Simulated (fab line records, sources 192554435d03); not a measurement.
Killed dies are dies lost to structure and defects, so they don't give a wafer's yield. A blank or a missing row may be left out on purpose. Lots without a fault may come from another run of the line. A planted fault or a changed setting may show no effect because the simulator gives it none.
Chamber matching | flow n5_finfet | N5_BEOL_M3_CO_CAP_55 on cvd_co-01: 3 sister chambers
The step material Co, precursor CCTBA/H2, target thk 2 nm, time 102.1 s. 6 wafers are shown with their chamber, then 10 later ones without.

WAFERS WITH THEIR CHAMBER
wafer  | chamber | heater_power_w (W)
L086.3 | 1       | 239
L086.6 | 0       | 226
L088.5 | 0       | 222
L088.6 | 1       | 239
L087.1 | 2       | 260
L087.5 | 2       | 259

WAFERS WITHOUT THEIR CHAMBER
wafer  | heater_power_w (W)
L087.6 | 224
L092.1 | 257
L092.2 | 242
L092.3 | 224
L095.2 | 258
L095.5 | 265
L095.6 | 241
L097.3 | 221
L097.4 | 229
L097.5 | 247

WHICH CHAMBER EACH WENT THROUGH
wafer  | from the rows above | in truth
L087.6 | 0                   | 0
L092.1 | 2                   | 2
L092.2 | 1                   | 1
L092.3 | 0                   | 0
L095.2 | 2                   | 2
L095.5 | 2                   | 2
L095.6 | 1                   | 1
L097.3 | 0                   | 0
L097.4 | 0                   | 0
L097.5 | 1                   | 1
Placed correctly: 10 of 10. Can't be placed from these rows: 0. Placed wrongly: 0.
How it was worked out, from the rows above alone: a wafer's distance from a chamber is the root of the sum, over the readings, of the square of ((its reading less the chamber's mean) divided by the reading's scatter). The wafer belongs to the nearest chamber; if the next one is less than 2 further off, it can't be placed. A chamber's mean is the mean of its shown wafers. The scatter: the root of (the sum of the squares of (reading less its chamber's mean) over the shown wafers, divided by (wafers less chambers)).
